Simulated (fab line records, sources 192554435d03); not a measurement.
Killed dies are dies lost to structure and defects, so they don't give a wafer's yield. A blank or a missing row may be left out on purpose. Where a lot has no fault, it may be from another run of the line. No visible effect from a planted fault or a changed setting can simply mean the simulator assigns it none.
Chamber matching || flow n5 finfet || N5_SD_EPI_P_DESCUM_14 on rie diel-03 has 4 sister chambers
The step chemistry O2, time 7.9 s. 24 wafers are shown with their chamber, then 12 later ones without.

## WAFERS PAIRED WITH THEIR CHAMBERS
{"wafer": "L076.3", "chamber": 2, "drypump motor current A (A)": 6.6, "showerhead plenum p Torr (Torr)": 2.17, "throttle valve pct (%)": 20.69}
{"wafer": "L076.5", "chamber": 3, "drypump motor current A (A)": 5.7, "showerhead plenum p Torr (Torr)": 2.18, "throttle valve pct (%)": 20.61}
{"wafer": "L076.6", "chamber": 0, "drypump motor current A (A)": 6.2, "showerhead plenum p Torr (Torr)": 2.06, "throttle valve pct (%)": 20.30}
{"wafer": "L077.2", "chamber": 1, "drypump motor current A (A)": 5.6, "showerhead plenum p Torr (Torr)": 2.00, "throttle valve pct (%)": 20.60}
{"wafer": "L077.3", "chamber": 0, "drypump motor current A (A)": 6.2, "showerhead plenum p Torr (Torr)": 2.06, "throttle valve pct (%)": 20.32}
{"wafer": "L077.4", "chamber": 3, "drypump motor current A (A)": 5.7, "showerhead plenum p Torr (Torr)": 2.17, "throttle valve pct (%)": 20.62}
{"wafer": "L078.2", "chamber": 3, "drypump motor current A (A)": 5.7, "showerhead plenum p Torr (Torr)": 2.17, "throttle valve pct (%)": 20.60}
{"wafer": "L078.3", "chamber": 0, "drypump motor current A (A)": 6.2, "showerhead plenum p Torr (Torr)": 2.06, "throttle valve pct (%)": 20.31}
{"wafer": "L078.4", "chamber": 2, "drypump motor current A (A)": 6.6, "showerhead plenum p Torr (Torr)": 2.17, "throttle valve pct (%)": 20.70}
{"wafer": "L083.2", "chamber": 2, "drypump motor current A (A)": 6.6, "showerhead plenum p Torr (Torr)": 2.16, "throttle valve pct (%)": 20.71}
{"wafer": "L083.5", "chamber": 3, "drypump motor current A (A)": 5.7, "showerhead plenum p Torr (Torr)": 2.17, "throttle valve pct (%)": 20.62}
{"wafer": "L083.6", "chamber": 2, "drypump motor current A (A)": 6.6, "showerhead plenum p Torr (Torr)": 2.16, "throttle valve pct (%)": 20.68}
{"wafer": "L084.2", "chamber": 0, "drypump motor current A (A)": 6.2, "showerhead plenum p Torr (Torr)": 2.06, "throttle valve pct (%)": 20.35}
{"wafer": "L084.3", "chamber": 3, "drypump motor current A (A)": 5.7, "showerhead plenum p Torr (Torr)": 2.17, "throttle valve pct (%)": 20.61}
{"wafer": "L084.4", "chamber": 2, "drypump motor current A (A)": 6.6, "showerhead plenum p Torr (Torr)": 2.16, "throttle valve pct (%)": 20.71}
{"wafer": "L085.1", "chamber": 2, "drypump motor current A (A)": 6.6, "showerhead plenum p Torr (Torr)": 2.16, "throttle valve pct (%)": 20.70}
{"wafer": "L085.4", "chamber": 0, "drypump motor current A (A)": 6.2, "showerhead plenum p Torr (Torr)": 2.06, "throttle valve pct (%)": 20.34}
{"wafer": "L085.5", "chamber": 1, "drypump motor current A (A)": 5.7, "showerhead plenum p Torr (Torr)": 2.00, "throttle valve pct (%)": 20.62}
{"wafer": "L087.1", "chamber": 3, "drypump motor current A (A)": 5.7, "showerhead plenum p Torr (Torr)": 2.17, "throttle valve pct (%)": 20.62}
{"wafer": "L087.2", "chamber": 1, "drypump motor current A (A)": 5.7, "showerhead plenum p Torr (Torr)": 2.00, "throttle valve pct (%)": 20.62}
{"wafer": "L087.4", "chamber": 0, "drypump motor current A (A)": 6.2, "showerhead plenum p Torr (Torr)": 2.06, "throttle valve pct (%)": 20.35}
{"wafer": "L090.1", "chamber": 2, "drypump motor current A (A)": 6.6, "showerhead plenum p Torr (Torr)": 2.16, "throttle valve pct (%)": 20.20}
{"wafer": "L090.3", "chamber": 1, "drypump motor current A (A)": 5.7, "showerhead plenum p Torr (Torr)": 1.99, "throttle valve pct (%)": 20.65}
{"wafer": "L090.5", "chamber": 1, "drypump motor current A (A)": 5.7, "showerhead plenum p Torr (Torr)": 1.99, "throttle valve pct (%)": 20.64}

SIGNATURES (means of the wafers above)
{"reading": "drypump motor current A", "chamber 0": 6.200, "chamber 1": 5.680, "chamber 2": 6.600, "chamber 3": 5.700, "scatter within a chamber": 0.02}
{"reading": "showerhead plenum p Torr", "chamber 0": 2.0600, "chamber 1": 1.9960, "chamber 2": 2.1629, "chamber 3": 2.1717, "scatter within a chamber": 0.00416}
{"reading": "throttle valve pct", "chamber 0": 20.3283, "chamber 1": 20.6260, "chamber 2": 20.6271, "chamber 3": 20.6133, "scatter within a chamber": 0.104}
Rule: for a wafer and a chamber, the distance is found by dividing, reading by reading, the gap between the wafer's reading and the chamber's mean by the reading's scatter, squaring, summing and taking the root. The wafer belongs to the nearest chamber; if the next one is less than 2 further off, it can't be placed. The scatter: take each reading less its chamber's mean, square it, sum over the shown wafers, divide by the number of wafers less the number of chambers, and take the root.

## WAFERS WITH NO CHAMBER GIVEN
{"wafer": "L091.2", "drypump motor current A (A)": 5.7, "showerhead plenum p Torr (Torr)": 1.99, "throttle valve pct (%)": 20.66}
{"wafer": "L091.4", "drypump motor current A (A)": 6.6, "showerhead plenum p Torr (Torr)": 2.16, "throttle valve pct (%)": 20.19}
{"wafer": "L091.6", "drypump motor current A (A)": 5.7, "showerhead plenum p Torr (Torr)": 2.16, "throttle valve pct (%)": 20.66}
{"wafer": "L092.2", "drypump motor current A (A)": 5.8, "showerhead plenum p Torr (Torr)": 2.16, "throttle valve pct (%)": 20.63}
{"wafer": "L092.4", "drypump motor current A (A)": 5.7, "showerhead plenum p Torr (Torr)": 1.99, "throttle valve pct (%)": 20.66}
{"wafer": "L092.6", "drypump motor current A (A)": 5.7, "showerhead plenum p Torr (Torr)": 2.16, "throttle valve pct (%)": 20.65}
{"wafer": "L093.2", "drypump motor current A (A)": 5.7, "showerhead plenum p Torr (Torr)": 1.99, "throttle valve pct (%)": 20.65}
{"wafer": "L093.3", "drypump motor current A (A)": 6.6, "showerhead plenum p Torr (Torr)": 2.16, "throttle valve pct (%)": 20.20}
{"wafer": "L093.5", "drypump motor current A (A)": 6.6, "showerhead plenum p Torr (Torr)": 2.16, "throttle valve pct (%)": 20.21}
{"wafer": "L096.2", "drypump motor current A (A)": 5.7, "showerhead plenum p Torr (Torr)": 1.99, "throttle valve pct (%)": 20.65}
{"wafer": "L096.4", "drypump motor current A (A)": 6.6, "showerhead plenum p Torr (Torr)": 2.15, "throttle valve pct (%)": 20.21}
{"wafer": "L096.6", "drypump motor current A (A)": 5.7, "showerhead plenum p Torr (Torr)": 2.16, "throttle valve pct (%)": 20.65}

## WHICH CHAMBER EACH WENT THROUGH
{"wafer": "L091.2", "from the rows above": 1, "in truth": 1}
{"wafer": "L091.4", "from the rows above": 2, "in truth": 2}
{"wafer": "L091.6", "from the rows above": 3, "in truth": 3}
{"wafer": "L092.2", "from the rows above": 3, "in truth": 3}
{"wafer": "L092.4", "from the rows above": 1, "in truth": 1}
{"wafer": "L092.6", "from the rows above": 3, "in truth": 3}
{"wafer": "L093.2", "from the rows above": 1, "in truth": 1}
{"wafer": "L093.3", "from the rows above": 2, "in truth": 2}
{"wafer": "L093.5", "from the rows above": 2, "in truth": 2}
{"wafer": "L096.2", "from the rows above": 1, "in truth": 1}
{"wafer": "L096.4", "from the rows above": 2, "in truth": 2}
{"wafer": "L096.6", "from the rows above": 3, "in truth": 3}
Correctly placed: 12 of 12. Can't be placed from these rows: 0. Placed wrongly: 0.
